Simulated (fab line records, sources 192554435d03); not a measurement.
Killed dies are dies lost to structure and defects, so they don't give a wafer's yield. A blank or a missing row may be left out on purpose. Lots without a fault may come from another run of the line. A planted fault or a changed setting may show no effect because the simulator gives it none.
Chamber matching | flow n5_finfet | N5_BEOL_M10_ETCH_66 on rie_diel-04: 4 sister chambers
The step etches SOC in N2/H2, target depth 120 nm, overetch 24 nm, time 180 s. 4 wafers are shown with their chamber, then 11 later ones without.

WAFERS WITH THEIR CHAMBER
wafer  | chamber | showerhead_plenum_p_Torr (Torr)
L089.2 | 1       | 2.48
L089.3 | 3       | 2.67
L089.6 | 2       | 2.45
L092.1 | 0       | 2.47

WAFERS WITHOUT THEIR CHAMBER
wafer  | showerhead_plenum_p_Torr (Torr)
L092.4 | 2.45
L092.6 | 2.48
L093.1 | 2.48
L093.4 | 2.67
L093.5 | 2.48
L095.1 | 2.48
L095.3 | 2.45
L095.4 | 2.47
L096.2 | 2.48
L096.3 | 2.47
L096.6 | 2.66

WHICH CHAMBER EACH WENT THROUGH
wafer  | from the rows above | in truth
L092.4 | 2                   | 2
L092.6 | 1                   | 1
L093.1 | 1                   | 1
L093.4 | 3                   | 3
L093.5 | 1                   | 1
L095.1 | 1                   | 1
L095.3 | 2                   | 2
L095.4 | 0                   | 0
L096.2 | 1                   | 1
L096.3 | 0                   | 0
L096.6 | 3                   | 3
Placed correctly: 11 of 11. Can't be placed from these rows: 0. Placed wrongly: 0.
How it was worked out, from the rows above alone: a wafer's distance from a chamber is the root of the sum, over the readings, of the square of ((its reading less the chamber's mean) divided by the reading's scatter). The wafer belongs to the nearest chamber; if the next one is less than 2 further off, it can't be placed. A chamber's mean is the mean of its shown wafers. The scatter: with one shown wafer a chamber, the root of the mean of the squares of how far each hidden wafer lies from its nearest shown one.
